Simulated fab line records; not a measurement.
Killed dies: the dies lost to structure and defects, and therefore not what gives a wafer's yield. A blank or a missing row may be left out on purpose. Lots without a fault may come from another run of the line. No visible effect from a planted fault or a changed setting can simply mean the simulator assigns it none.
fab line records	flow n5_finfet
record lots=6	wafers=18	last_day=19
route steps=1938 shown BEOL_M14@1736 BEOL_M15@1830 PASSIVATION@1936
lots with no fault: from the same line, run without faults
start_h: start of the lot's first displayed wafer, in hours after the record's first day	wait_h: hours elapsed since this lot's preceding step	" same as the row above	L1.1+2: one row covering several wafers at once	- no value, or no start was given	* or withheld: withheld	< > ~ a bound
route shown NAME@n: names a module that has steps shown in the file, with the first one's number in the route	usual: the fault-free wafers' mean and standard deviation	same: alike in all rows	chamber/n: place in a boat	sites: readings site by site	_std_site: their standard deviation	_edge_site: outer sites' mean less inner sites'	radius_mm: how far each site lies from the wafer's centre	mask NAME#n: copy n	behind: the tool/chamber that last shaped the wafer	hold: what put the lot on hold/how long, in hours/how the hold closed	device: names the non-switching transistor (n, p or np)	end of line: the route-end tests of the same wafers	a step without rows: its recipe alone	killed: dies that structure and defects cost at the first sort, which is not the same as the wafer's yield	map: a wafer's dies, marking killed ones x, the rest . and places with no die _
set.NAME: the setting that was run; set.NAME@STEP: the one run at that earlier step	model.NAME: the simulator's own value behind a step, which no gauge read
steps of the route over a sample of lots; a table a step, a row a wafer
services: a tool's chamber out of use, with start hour (start_h, from the record's first day; less than 0 if before it), hours out, and reason
## steps
# step N5_BEOL_M14_CD_MEAS_17
# recipe target_cd_nm=250	polarity=opening
# usual cd_nm=250.1/1.9
lot.wafer	tool	chamber	start_h	wait_h	cd_nm
L941.1	cd_sem-03	-	316.59	0.0	252.0
L941.2	"	-	"	"	249.4
L941.3	"	-	"	"	252.5
L940.2	cd_sem-03	-	322.38	0.0	248.1
L940.4	"	-	"	"	250.7
L940.6	"	-	"	"	250.1
L945.1	cd_sem-02	-	341.09	0.0	249.9
L945.5	"	-	"	"	250.7
L945.6	"	-	"	"	252.3
L946.1	cd_sem-03	-	352.92	0.0	251.3
L946.2	"	-	"	"	251.6
L946.4	"	-	"	"	248.4
L952.1	cd_sem-02	-	404.49	0.0	246.9
L952.3	"	-	"	"	248.1
L952.6	"	-	"	"	250.2
L951.1	cd_sem-02	-	423.69	0.0	253.9
L951.3	"	-	"	"	254.2
L951.4	"	-	"	"	250.2
# step N5_BEOL_M14_ETCH_67
# recipe chemistry=CF4	target=SiARC	target_depth_a=1430	time_s=238.3	ion_energy_ev=80	pressure_mtorr=40	source_w=545	bias_w=36	Ar_flow_sccm=100	cf4_flow_sccm=100	ends=cleared
# usual drypump_motor_current_A=5.6/0.32	etch_rf_on_time_s=240/6.1	oes_product_au=0.67/0.071	rf_vpp_V=184.3/1	showerhead_plenum_p_Torr=2.15/0.05	throttle_valve_pct=15.63/0.22
lot.wafer	tool	chamber	start_h	wait_h	drypump_motor_current_A	etch_rf_on_time_s	oes_product_au	rf_hours_counter_h	rf_vpp_V	showerhead_plenum_p_Torr	throttle_valve_pct
L941.1	rie_diel-01	2	317.31	0.0	5.7	242	0.76	21	186.5	2.19	15.58
L941.2	"	0	"	"	5.7	238	0.68	112	183.9	2.23	15.29
L941.3	"	3	"	"	5.5	246	0.68	95	183.3	2.08	15.36
L940.2	rie_diel-01	1	322.96	0.0	5.5	236	0.62	232	184.6	2.21	15.94
L940.4	"	2	"	"	5.7	240	0.76	23	182.7	2.19	15.58
L940.6	"	1	"	"	5.5	235	0.62	-	184.2	2.21	15.95
L945.1	rie_diel-01	1	342.02	0.0	5.5	233	0.62	237	186.5	2.20	15.95
L945.5	"	3	"	"	5.5	243	0.68	-	183.0	2.08	15.36
L945.6	"	0	"	"	5.7	236	0.67	-	185.8	2.23	15.30
L946.1	rie_diel-03	1	353.49	0.0	5.8	243	0.61	181	182.7	2.14	15.69
L946.2	"	3	"	"	5.2	245	0.58	226	183.6	2.12	15.80
L946.4	"	2	"	"	6.3	242	0.81	6	183.2	2.10	15.35
L952.1	rie_diel-03	3	404.94	0.0	5.1	245	0.57	243	183.7	2.12	15.83
L952.3	"	1	"	"	5.8	245	0.60	195	185.1	2.14	15.70
L952.6	"	1	"	"	5.8	245	0.60	-	183.5	2.14	15.71
L951.1	rie_diel-06	1	424.32	0.0	5.7	229	0.75	50	184.9	2.16	15.65
L951.3	"	2	"	"	5.5	239	0.63	160	184.5	2.13	15.76
L951.4	"	2	"	"	5.5	238	0.64	-	185.0	2.13	15.75
# step N5_BEOL_M14_TRENCH_ETCH_34
# recipe chemistry=C4F8/O2/Ar	target=SiO2	target_depth_a=5566.5	mask_material=SOC	he_inner_torr=15	he_outer_torr=30	time_s=126.9	ion_energy_ev=800	pressure_mtorr=20	source_w=1905	bias_w=2040	Ar_flow_sccm=400	C4F8_flow_sccm=16	O2_flow_sccm=12
# usual drypump_motor_current_A=5.6/0.32	oes_ar_750_au=0.79/0.079	oes_product_au=0.78/0.084	rf_vpp_V=2223/33	showerhead_plenum_p_Torr=3.45/0.081	throttle_valve_pct=30.89/0.27
lot.wafer	tool	chamber	start_h	wait_h	drypump_motor_current_A	oes_ar_750_au	oes_product_au	rf_hours_counter_h	rf_vpp_V	showerhead_plenum_p_Torr	throttle_valve_pct
L941.1	rie_diel-01	2	317.73	0.0	5.7	0.88	0.89	22	2252	3.50	30.97
L941.2	"	0	"	"	5.8	0.80	0.79	112	2222	3.58	30.48
L941.3	"	3	"	"	5.5	0.80	0.80	95	2217	3.35	30.76
L940.2	rie_diel-01	1	323.38	0.0	5.5	0.72	0.72	232	2229	3.52	30.97
L940.4	"	2	"	"	5.7	0.89	0.88	23	2252	3.50	30.97
L940.6	"	1	"	"	5.5	0.72	0.72	-	2229	3.52	30.98
L945.1	rie_diel-01	1	342.44	0.0	5.5	0.72	0.72	237	2229	3.52	30.98
L945.5	"	3	"	"	5.5	0.80	0.78	-	2220	3.35	30.77
L945.6	"	0	"	"	5.7	0.79	0.80	-	2224	3.57	30.48
L946.1	rie_diel-03	1	353.91	0.0	5.8	0.71	0.71	182	2272	3.41	30.74
L946.2	"	3	"	"	5.1	0.68	0.68	226	2201	3.40	30.90
L946.4	"	2	"	"	6.3	0.95	0.96	7	2230	3.37	30.66
L952.1	rie_diel-03	3	405.36	0.0	5.2	0.68	0.65	243	2202	3.39	30.93
L952.3	"	1	"	"	5.8	0.70	0.69	195	2272	3.40	30.74
L952.6	"	1	"	"	5.8	0.70	0.69	-	2272	3.41	30.74
L951.1	rie_diel-06	1	424.74	0.0	5.6	0.86	0.88	50	2174	3.47	31.07
L951.3	"	2	"	"	5.5	0.75	0.75	161	2249	3.42	31.07
L951.4	"	2	"	"	5.5	0.75	0.75	-	2248	3.42	31.03
# step N5_BEOL_M14_OCD_MEAS_35
# usual trench_depth_nm=549/15
lot.wafer	tool	chamber	start_h	wait_h	trench_depth_nm
L941.1	ocd-01	-	317.88	0.0	551
L941.2	"	-	"	"	558
L941.3	"	-	"	"	538
L940.2	ocd-01	-	323.53	0.0	556
L940.4	"	-	"	"	543
L940.6	"	-	"	"	561
L945.1	ocd-01	-	342.59	0.0	561
L945.5	"	-	"	"	540
L945.6	"	-	"	"	484
L946.1	ocd-01	-	354.06	0.0	544
L946.2	"	-	"	"	534
L946.4	"	-	"	"	546
L952.1	ocd-01	-	405.52	0.0	528
L952.3	"	-	"	"	528
L952.6	"	-	"	"	532
L951.1	ocd-01	-	424.90	0.0	581
L951.3	"	-	"	"	557
L951.4	"	-	"	"	560
# step N5_BEOL_M14_ETCH_38
# recipe chemistry=CF4/N2	target=SiCN	target_depth_a=1065	taper_deg=2	time_s=120.6	ion_energy_ev=150	mask_material=SiO2	pressure_mtorr=40	source_w=430	bias_w=70	Ar_flow_sccm=100	cf4_flow_sccm=60	n2_flow_sccm=60
# usual drypump_motor_current_A=5.61/0.29	oes_product_au=0.80/0.086	rf_vpp_V=382.6/1.5	showerhead_plenum_p_Torr=2.21/0.056	throttle_valve_pct=15.47/0.23
lot.wafer	tool	chamber	start_h	wait_h	drypump_motor_current_A	oes_product_au	rf_hours_counter_h	rf_vpp_V	showerhead_plenum_p_Torr	throttle_valve_pct
L941.1	rie_diel-06	1	-	-	5.60	0.95	12	384.1	2.24	15.41
L941.2	"	0	"	"	5.92	0.80	115	382.1	2.13	15.30
L941.3	"	2	"	"	5.49	0.79	121	382.5	2.21	15.50
L940.2	rie_diel-01	2	-	-	5.67	0.88	23	382.6	2.25	15.38
L940.4	"	3	"	"	5.51	0.81	96	379.1	2.15	15.22
L940.6	"	3	"	"	5.51	0.81	-	380.4	2.15	15.20
L945.1	rie_diel-03	0	-	-	5.27	0.83	49	382.6	2.24	15.50
L945.5	"	2	"	"	6.26	0.96	-	381.7	2.16	15.17
L945.6	"	1	"	"	5.77	0.71	-	382.9	2.20	15.47
L946.1	rie_diel-03	1	-	-	5.78	0.72	182	382.5	2.20	15.45
L946.2	"	0	"	"	5.31	0.82	54	383.5	2.24	15.51
L946.4	"	2	"	"	6.28	0.96	7	382.1	2.16	15.17
L952.1	rie_diel-06	1	-	-	5.61	0.88	43	383.4	2.23	15.48
L952.3	"	2	"	"	5.52	0.76	153	382.3	2.20	15.57
L952.6	"	2	"	"	5.52	0.76	-	383.6	2.20	15.59
L951.1	rie_diel-03	1	-	-	5.76	0.69	203	382.1	2.19	15.51
L951.3	"	2	"	"	6.24	0.89	30	381.5	2.15	15.24
L951.4	"	2	"	"	6.24	0.90	-	380.7	2.15	15.20
# step N5_BEOL_M14_THK_MEAS_50
# recipe thk_meas_gauge=xrf	reads=Cu_of_BEOL_M14_ECD_47
# usual M14_THK=537/14
lot.wafer	tool	chamber	start_h	wait_h	M14_THK[nm]
L941.1	film_metro-01	-	320.64	-	536
L941.2	"	-	"	"	544
L941.3	"	-	"	"	526
L940.2	film_metro-02	-	325.45	-	548
L940.4	"	-	"	"	532
L940.6	"	-	"	"	549
L945.1	film_metro-02	-	345.96	-	543
L945.5	"	-	"	"	523
L945.6	"	-	"	"	469
L946.1	film_metro-01	-	356.26	-	536
L946.2	"	-	"	"	526
L946.4	"	-	"	"	538
L952.1	film_metro-01	-	407.73	-	515
L952.3	"	-	"	"	517
L952.6	"	-	"	"	518
L951.1	film_metro-02	-	426.49	-	562
L951.3	"	-	"	"	541
L951.4	"	-	"	"	544
# step N5_BEOL_M14_RS_MEAS_54
# recipe thk_meas_gauge=four-point-probe	reads=Cu_of_BEOL_M14_ECD_47+Ta_of_BEOL_M14_SPUTTER_44+TaN_of_BEOL_M14_SPUTTER_43
# usual M14_RS=0.0337/0.00089
lot.wafer	tool	chamber	start_h	wait_h	M14_RS[ohm/sq]
L941.1	film_metro-01	-	320.77	0.0	0.0336
L941.2	"	-	"	"	0.0332
L941.3	"	-	"	"	0.0344
L940.2	film_metro-01	-	325.58	0.1	0.0333
L940.4	"	-	"	"	0.0341
L940.6	"	-	"	"	0.0329
L945.1	film_metro-01	-	346.09	0.0	0.0331
L945.5	"	-	"	"	0.0344
L945.6	"	-	"	"	0.0387
L946.1	film_metro-01	-	356.39	0.0	0.0339
L946.2	"	-	"	"	0.0347
L946.4	"	-	"	"	0.0337
L952.1	film_metro-01	-	407.89	0.1	0.0351
L952.3	"	-	"	"	0.0351
L952.6	"	-	"	"	0.0348
L951.1	film_metro-02	-	426.62	0.0	0.0318
L951.3	"	-	"	"	0.0332
L951.4	"	-	"	"	0.0330
# step N5_BEOL_M15_RC_MEAS_101
# usual COMB_M10=1.5e-11/3e-12	COMB_M11=1.5e-11/3.1e-12	COMB_M12=6.9e-12/1.2e-12	COMB_M13=5.6e-12/1.1e-12	COMB_M14=4.3e-12/8.2e-13	COMB_M15=3e-12/4.8e-13	COMB_M5=3.6e-11/8e-12	COMB_M6=2.8e-11/5.4e-12	COMB_M7=2.6e-11/5.3e-12	COMB_M8=2.6e-11/6.1e-12	COMB_M9=1.6e-11/3.5e-12	SERP_M10=3.03/0.086	SERP_M11=3.05/0.082	SERP_M12=0.641/0.019	SERP_M13=0.309/0.0058	SERP_M14=0.162/0.005	SERP_M14_max_site=0.164/0.005	SERP_M5=38.5/1.9	SERP_M6=13.9/0.55	SERP_M6_max_site=14.4/0.6	SERP_M7=13.7/0.65	SERP_M8=13.9/0.6	SERP_M9=3.07/0.1	SERP_M9_max_site=3.17/0.12
lot.wafer	tool	chamber	start_h	wait_h	COMB_M10[S/m]	COMB_M11[S/m]	COMB_M12[S/m]	COMB_M13[S/m]	COMB_M14[S/m]	COMB_M15[S/m]	COMB_M5[S/m]	COMB_M6[S/m]	COMB_M7[S/m]	COMB_M8[S/m]	COMB_M9[S/m]	SERP_M10[ohm/um]	SERP_M11[ohm/um]	SERP_M12[ohm/um]	SERP_M13[ohm/um]	SERP_M14[ohm/um]	SERP_M14_max_site[ohm/um]	SERP_M5[ohm/um]	SERP_M6[ohm/um]	SERP_M6_max_site[ohm/um]	SERP_M7[ohm/um]	SERP_M8[ohm/um]	SERP_M9[ohm/um]	SERP_M9_max_site[ohm/um]
L941.1	prober-02	0	326.96	0.1	2e-11	1.7e-11	5.8e-12	5.3e-12	4.1e-12	3e-12	3e-11	2.5e-11	2e-11	2.5e-11	1.3e-11	3.03	3.05	0.626	0.312	0.163	0.166	36.8	13.5	14.4	14.0	13.8	3.12	3.27
L941.2	"	0	"	"	1.4e-11	1.3e-11	6.3e-12	5.7e-12	4e-12	2.4e-12	4.6e-11	2.5e-11	2.6e-11	2.9e-11	1.7e-11	3.05	2.99	0.600	0.313	0.160	0.162	38.9	13.3	13.9	15.2	13.2	3.16	3.29
L941.3	"	0	"	"	1.3e-11	1e-11	8e-12	4.6e-12	3.7e-12	2.2e-12	4e-11	2.8e-11	2.6e-11	2.1e-11	1.8e-11	2.97	3.07	0.619	0.301	0.168	0.169	41.9	13.8	15.0	14.9	13.1	3.08	3.22
L940.2	prober-01	0	333.35	0.2	1.2e-11	1.9e-11	7.2e-12	5.7e-12	4.4e-12	2.9e-12	3.5e-11	2.2e-11	2.6e-11	3.8e-11	1.2e-11	3.18	2.99	0.620	0.310	0.156	0.158	36.5	15.2	15.6	14.0	14.5	3.11	3.28
L940.4	"	0	"	"	1.3e-11	1.2e-11	8.5e-12	6e-12	4.3e-12	3.6e-12	5e-11	2.1e-11	3.1e-11	3.4e-11	1.2e-11	3.24	2.94	0.654	0.308	0.163	0.164	39.6	15.3	15.8	12.9	13.6	3.15	3.30
L940.6	"	0	"	"	1.2e-11	1.4e-11	8.2e-12	6e-12	5.9e-12	3e-12	4.6e-11	2.3e-11	2.9e-11	3.1e-11	1.2e-11	3.30	2.97	0.648	0.313	0.155	0.157	37.1	14.6	15.0	13.1	14.0	3.09	3.18
L945.1	prober-02	0	351.53	0.0	1.6e-11	1.9e-11	6.2e-12	5.1e-12	2.8e-12	3.7e-12	3.5e-11	2.8e-11	2.2e-11	2.3e-11	1.4e-11	2.95	3.23	0.628	0.304	0.157	0.159	38.4	13.4	13.9	12.6	14.4	3.09	3.24
L945.5	"	0	"	"	2.2e-11	1.8e-11	5.7e-12	5.1e-12	2.8e-12	3.3e-12	2.9e-11	3.7e-11	2.7e-11	2.8e-11	1.5e-11	2.87	2.96	0.610	0.310	0.167	0.169	39.4	12.9	13.4	13.2	14.2	2.95	2.99
L945.6	"	0	"	"	1.7e-11	1.9e-11	5.5e-12	6.1e-12	3.2e-12	2.7e-12	3.3e-11	3.2e-11	4.2e-11	2.7e-11	1.2e-11	3.04	2.99	0.658	0.308	0.188	0.190	38.4	13.7	14.0	13.0	15.1	3.05	3.13
L946.1	prober-02	0	361.04	0.0	1.5e-11	1.4e-11	6.4e-12	4.2e-12	3.7e-12	2.7e-12	3.6e-11	3.9e-11	2.9e-11	3.3e-11	1.2e-11	2.84	3.17	0.639	0.316	0.160	0.162	38.1	14.6	15.1	13.4	14.8	3.27	3.32
L946.2	"	0	"	"	1.7e-11	1e-11	7.4e-12	4.8e-12	3.3e-12	2.9e-12	3.5e-11	2.5e-11	1.7e-11	4e-11	1.6e-11	3.09	3.04	0.641	0.324	0.164	0.165	37.3	14.0	14.8	13.2	14.4	3.00	3.20
L946.4	"	0	"	"	2.1e-11	1.6e-11	7.2e-12	5.1e-12	3.3e-12	2.6e-12	2.9e-11	2.3e-11	2.6e-11	4.4e-11	1.8e-11	3.09	2.98	0.638	0.320	0.160	0.161	39.2	14.5	15.2	14.7	13.9	3.08	3.16
L952.1	prober-02	0	414.24	0.0	1.4e-11	1.3e-11	6.2e-12	3.9e-12	6.3e-12	2.6e-12	2.8e-11	2.3e-11	1.7e-11	2.3e-11	2.4e-11	3.13	3.39	0.620	0.308	0.172	0.172	36.0	14.6	15.0	14.1	14.1	2.96	2.98
L952.3	"	0	"	"	1.1e-11	1.5e-11	5.4e-12	3.8e-12	4.8e-12	3e-12	2.9e-11	2.8e-11	1.5e-11	2.5e-11	2e-11	2.98	3.05	0.656	0.300	0.166	0.167	39.3	13.7	14.3	12.9	14.7	3.31	3.42
L952.6	"	0	"	"	1.2e-11	1.4e-11	7e-12	3.3e-12	3.8e-12	2.2e-12	3.1e-11	2.3e-11	2.5e-11	2.2e-11	1.7e-11	3.02	3.02	0.594	0.308	0.167	0.169	37.2	13.7	14.2	14.0	14.1	3.00	3.09
L951.1	prober-01	0	432.25	0.0	1.6e-11	1.7e-11	6.9e-12	5.9e-12	5.3e-12	2.9e-12	3.1e-11	2.5e-11	3.3e-11	2.3e-11	8e-12	2.97	2.98	0.665	0.301	0.151	0.153	39.0	13.3	14.0	13.3	13.4	3.01	3.17
L951.3	"	0	"	"	1.6e-11	1.9e-11	4.9e-12	6.2e-12	4.7e-12	4e-12	4.7e-11	2.5e-11	3e-11	1.9e-11	1.3e-11	3.04	3.02	0.629	0.304	0.159	0.162	36.1	14.1	14.8	14.1	13.5	3.14	3.29
L951.4	"	0	"	"	1.7e-11	1.3e-11	7.9e-12	5.3e-12	3.2e-12	3.5e-12	3.3e-11	3.3e-11	2.9e-11	2.2e-11	2e-11	3.14	3.05	0.635	0.307	0.158	0.160	36.8	13.5	14.7	14.2	13.5	3.10	3.16
# sites SERP_M14 radius_mm=0,75,75,75,75,140,140,140,140
L941.1 0.163 0.163 0.163 0.160 0.162 0.163 0.164 0.166 0.166
L940.2 0.156 0.158 0.157 0.156 0.158 0.156 0.156 0.155 0.157
L945.1 0.156 0.157 0.158 0.159 0.157 0.159 0.157 0.157 0.157
L946.1 0.161 0.158 0.160 0.162 0.160 0.161 0.160 0.161 0.160
L952.1 0.168 0.172 0.169 0.170 0.172 0.172 0.172 0.172 0.171
L951.1 0.151 0.151 0.150 0.151 0.151 0.151 0.152 0.153 0.151
# step N5_PASSIVATION_PROBE_49
# usual defect_limited_yield=91.0/1.3	killed_at_M0_to_M3=33/10	killed_at_M4_up=14/5.6	killed_at_contacts=12/5.8	killed_at_front_end=43/11	killed_at_other=4.1/2.8	killed_dies=106/15	killed_open=70/12	killed_short=34/7.5	sort_bin_4_leakage=0.00/0.0099	sort_bin_5_function=5.3/0.88	sort_bin_6_memory=3.3/0.64	sort_n_pass=1074/15	sort_yield_pct=91.0/1.3
# same gross_dies=1180	killed_at_back_side=0	sort_bin_8_speed[%]=0
lot.wafer	tool	chamber	start_h	wait_h	defect_limited_yield[%]	killed_at_M0_to_M3	killed_at_M4_up	killed_at_contacts	killed_at_front_end	killed_at_other	killed_dies	killed_open	killed_short	sort_bin_4_leakage[%]	sort_bin_5_function[%]	sort_bin_6_memory[%]	sort_n_pass	sort_yield_pct[%]
L941.1	prober-01	-	340.72	0.0	89.9	48	18	11	37	5	119	87	32	0	6.2	3.6	1061	89.9
L941.2	prober-01	-	340.77	0.1	91.4	27	19	1	49	6	102	65	37	0	4.5	3.7	1078	91.4
L941.3	prober-01	-	340.82	0.1	91.6	34	15	7	36	7	99	60	38	0	4.3	3.6	1081	91.6
L940.2	prober-01	-	347.35	0.1	90.3	41	16	12	41	4	114	65	47	0	6.5	2.7	1066	90.3
L940.4	prober-01	-	347.45	0.2	92.7	31	12	7	34	2	86	57	28	0	4.9	2.2	1094	92.7
L940.6	prober-01	-	347.55	0.3	92.0	34	12	14	28	6	94	54	38	0	4.2	3.5	1086	92.0
L945.1	prober-01	-	367.95	0.0	94.2	26	6	12	22	2	68	39	27	0	3.7	1.8	1112	94.2
L945.5	prober-01	-	368.15	0.2	91.9	28	11	9	38	9	95	57	37	0	4.2	3.3	1085	91.9
L945.6	prober-01	-	368.20	0.3	91.2	33	16	16	32	7	104	77	27	0	4.9	3.6	1076	91.2
L946.1	prober-01	-	376.18	0.0	91.9	17	28	8	38	5	96	63	33	0	5.2	2.5	1084	91.9
L946.2	prober-01	-	376.23	0.1	91.4	19	16	12	51	3	101	66	34	0.08	4.7	3.6	1078	91.4
L946.4	prober-01	-	376.33	0.2	91.4	20	21	17	42	2	102	62	38	0	4.8	3.5	1078	91.4
L952.1	prober-01	-	426.49	0.0	88.4	45	12	14	63	3	137	84	45	0	6.4	4.3	1043	88.4
L952.3	prober-01	-	426.59	0.1	91.1	25	9	15	56	0	105	71	32	0	5.0	3.6	1075	91.1
L952.6	prober-01	-	426.74	0.3	89.2	33	15	11	66	2	127	98	27	0	6.6	3.9	1053	89.2
L951.1	prober-01	-	449.96	0.0	91.0	40	7	18	36	5	106	65	39	0	5.3	3.1	1074	91.0
L951.3	prober-01	-	450.06	0.1	93.5	27	9	5	30	6	77	47	25	0	4.2	2.0	1103	93.5
L951.4	prober-01	-	450.11	0.2	91.8	32	12	22	28	3	97	68	27	0	4.8	3.1	1083	91.8
# killed by level:class
L941.1 BEOL_M0_SAQP:geometric_particle:open=14 FIN_SAQP:geometric_particle:open=11 MOL_CONTACT_COAG:geometric_particle:open=10 BEOL_M3:geometric_particle:open=9 BEOL_M1:geometric_particle:open=7 STI_FIN_REVEAL:geometric_particle:open=6 BEOL_M0_SAQP:geometric_particle:short=6 BEOL_M4:geometric_particle:open=6
L941.2 BEOL_M0_SAQP:geometric_particle:short=13 STI_FIN_REVEAL:geometric_particle:open=12 FIN_SAQP:geometric_particle:short=11 FIN_SAQP:geometric_particle:open=8 BEOL_M4:geometric_particle:open=8 DUMMY_GATE:geometric_particle:open=7 BEOL_M0_SAQP:geometric_particle:open=5 BEOL_M2:geometric_particle:open=4
L941.3 BEOL_M0_SAQP:geometric_particle:open=14 BEOL_M0_SAQP:geometric_particle:short=13 FIN_SAQP:geometric_particle:short=8 BEOL_M4:geometric_particle:open=7 STI_FIN_REVEAL:geometric_particle:open=6 MOL_CONTACT_COAG:geometric_particle:open=6 FIN_SAQP:geometric_particle:open=4 DUMMY_GATE:geometric_particle:open=4
L940.2 BEOL_M0_SAQP:geometric_particle:open=13 BEOL_M0_SAQP:geometric_particle:short=12 STI_FIN_REVEAL:geometric_particle:open=11 MOL_CONTACT_COAG:geometric_particle:open=9 FIN_SAQP:geometric_particle:short=8 BEOL_M4:geometric_particle:open=5 BEOL_M1:geometric_particle:open=4 GATE_CUT:geometric_particle:short=4
L940.4 BEOL_M0_SAQP:geometric_particle:short=10 STI_FIN_REVEAL:geometric_particle:open=9 FIN_SAQP:geometric_particle:open=6 MOL_CONTACT_COAG:geometric_particle:open=6 BEOL_M3:geometric_particle:open=6 BEOL_M0_SAQP:geometric_particle:open=5 FIN_SAQP:geometric_particle:short=4 BEOL_M2:geometric_particle:open=4
L940.6 BEOL_M0_SAQP:geometric_particle:short=11 MOL_CONTACT_COAG:geometric_particle:open=9 BEOL_M0_SAQP:geometric_particle:open=7 BEOL_M4:geometric_particle:open=6 STARTING-WAFER:geometric_particle:short=6 STI_FIN_REVEAL:geometric_particle:open=5 FIN_SAQP:geometric_particle:open=4 MOL_CONTACT_COAG:geometric_particle:short=4
L945.1 BEOL_M1:geometric_particle:open=10 MOL_CONTACT_COAG:geometric_particle:open=9 FIN_SAQP:geometric_particle:short=8 BEOL_M0_SAQP:geometric_particle:short=4 BEOL_M2:geometric_particle:open=4 FIN_SAQP:geometric_particle:open=3 MOL_CONTACT_COAG:geometric_particle:short=3 BEOL_M0_SAQP:geometric_particle:open=3
L945.5 FIN_SAQP:geometric_particle:open=10 MOL_CONTACT_COAG:geometric_particle:open=8 BEOL_M3:geometric_particle:open=7 GATE_CUT:geometric_particle:short=6 BEOL_M2:geometric_particle:open=6 FIN_SAQP:geometric_particle:short=5 BEOL_M2:geometric_particle:short=5 BEOL_M0_SAQP:geometric_particle:short=5
L945.6 MOL_CONTACT_COAG:geometric_particle:open=14 BEOL_M3:geometric_particle:open=13 DUMMY_GATE:geometric_particle:open=10 BEOL_M1:geometric_particle:open=6 STI_FIN_REVEAL:geometric_particle:open=5 BEOL_M5:geometric_particle:open=5 BEOL_M0_SAQP:geometric_particle:short=4 BEOL_M2:geometric_particle:open=4
L946.1 BEOL_M4:geometric_particle:open=12 FIN_SAQP:geometric_particle:open=8 DUMMY_GATE:geometric_particle:open=8 FIN_SAQP:geometric_particle:short=7 MOL_CONTACT_COAG:geometric_particle:open=6 BEOL_M5:geometric_particle:open=6 BEOL_M0_SAQP:geometric_particle:short=5 BEOL_M4:geometric_particle:short=5
L946.2 STI_FIN_REVEAL:geometric_particle:open=10 BEOL_M4:geometric_particle:open=9 FIN_SAQP:geometric_particle:open=7 FIN_SAQP:geometric_particle:short=7 MOL_CONTACT_COAG:geometric_particle:open=6 DUMMY_GATE:geometric_particle:open=5 MOL_CONTACT_COAG:geometric_particle:short=5 BEOL_M3:geometric_particle:open=5
L946.4 BEOL_M4:geometric_particle:open=12 FIN_SAQP:geometric_particle:short=10 MOL_CONTACT_COAG:geometric_particle:open=10 BEOL_M2:geometric_particle:open=9 FIN_SAQP:geometric_particle:open=7 MOL_CONTACT_COAG:geometric_particle:short=6 STARTING-WAFER:geometric_particle:short=5 DUMMY_GATE:geometric_particle:short=4
L952.1 FIN_SAQP:geometric_particle:open=14 FIN_SAQP:geometric_particle:short=12 BEOL_M3:geometric_particle:open=12 STI_FIN_REVEAL:geometric_particle:open=12 BEOL_M0_SAQP:geometric_particle:open=9 MOL_CONTACT_COAG:geometric_particle:open=9 GATE_CUT:geometric_particle:open=7 BEOL_M0_SAQP:geometric_particle:short=6
L952.3 STI_FIN_REVEAL:geometric_particle:open=13 MOL_CONTACT_COAG:geometric_particle:open=11 FIN_SAQP:geometric_particle:open=10 GATE_CUT:geometric_particle:short=8 DUMMY_GATE:geometric_particle:open=7 BEOL_M3:geometric_particle:open=6 FIN_SAQP:geometric_particle:short=4 MOL_CONTACT_COAG:geometric_particle:short=4
L952.6 STI_FIN_REVEAL:geometric_particle:open=20 FIN_SAQP:geometric_particle:open=19 MOL_CONTACT_COAG:geometric_particle:open=10 BEOL_M3:geometric_particle:open=10 BEOL_M1:geometric_particle:open=8 GATE_CUT:geometric_particle:short=7 BEOL_M5:geometric_particle:open=6 BEOL_M4:geometric_particle:open=5
L951.1 BEOL_M0_SAQP:geometric_particle:short=13 MOL_CONTACT_COAG:geometric_particle:open=12 FIN_SAQP:geometric_particle:open=9 BEOL_M0_SAQP:geometric_particle:open=8 BEOL_M2:geometric_particle:open=6 MOL_CONTACT_COAG:geometric_particle:short=6 BEOL_M3:geometric_particle:open=6 FIN_SAQP:geometric_particle:short=5
L951.3 STI_FIN_REVEAL:geometric_particle:open=13 BEOL_M1:geometric_particle:open=8 BEOL_M0_SAQP:geometric_particle:open=7 FIN_SAQP:geometric_particle:short=5 MOL_CONTACT_COAG:geometric_particle:open=5 BEOL_M0_SAQP:geometric_particle:short=5 BEOL_M3:geometric_particle:short=4 BEOL_M8:geometric_particle:open=4
L951.4 MOL_CONTACT_COAG:geometric_particle:open=20 BEOL_M0_SAQP:geometric_particle:short=7 BEOL_M0_SAQP:geometric_particle:open=7 STI_FIN_REVEAL:geometric_particle:open=5 DUMMY_GATE:geometric_particle:open=5 BEOL_M3:geometric_particle:open=5 BEOL_M4:geometric_particle:open=5 FIN_SAQP:geometric_particle:short=4
## services
tool	chamber	start_h	hours	kind
rie_diel-03	2	313.92	-	clean
rie_diel-03	2	313.92	-	consumable_replace:focus_ring
rie_diel-03	2	313.92	18.7	scheduled_down
rie_diel-03	2	313.92	18.7	vent_cycle
rie_diel-03	0	317.64	4.0	repair
rie_diel-01	1	338.06	3.9	repair
rie_diel-03	1	354.52	4.8	repair
rie_diel-03	-	372.66	0.1	repair
rie_diel-01	1	383.90	-	clean
rie_diel-01	1	383.90	-	consumable_replace:focus_ring
rie_diel-01	1	383.90	12.7	scheduled_down
rie_diel-01	1	383.90	12.7	vent_cycle
rie_diel-06	3	400.20	6.6	repair
rie_diel-06	3	417.07	6.8	repair
rie_diel-06	3	424.00	-	clean
rie_diel-06	3	424.00	-	consumable_replace:focus_ring
rie_diel-06	3	424.00	13.5	scheduled_down
rie_diel-06	3	424.00	13.5	vent_cycle
rie_diel-03	3	425.01	-	clean
rie_diel-03	3	425.01	-	consumable_replace:focus_ring
## key
first_sign step=N5_BEOL_M14_OCD_MEAS_35	reading=trench_depth_nm	direction=down	sigmas=4.4	usual=549	struck=484
effect step=N5_BEOL_M14_THK_MEAS_50	reading=M14_THK	direction=down	sigmas=5	usual=537	struck=469
effect step=N5_BEOL_M14_RS_MEAS_54	reading=M14_RS	direction=up	sigmas=5.6	usual=0.0337	struck=0.0387
effect step=N5_BEOL_M15_RC_MEAS_101	reading=SERP_M14	direction=up	sigmas=5.4	usual=0.162	struck=0.188
met_at N5_BEOL_M14_TRENCH_ETCH_34
struck_lots L945
struck_wafers L945.6
not_acting_at N5_BEOL_M14_CD_MEAS_17,N5_BEOL_M14_ETCH_67,N5_BEOL_M14_ETCH_38
onset_between 323.38 342.44
fault kind=process_parameter_drift	tool=rie_diel-01	chamber=-	onset_h=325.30	steps=N5_BEOL_M14_TRENCH_ETCH_34	channel=time_s	offset=*	shape=step	end_h=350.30	scope=struck_wafers_only	acts_in=*	stated=*
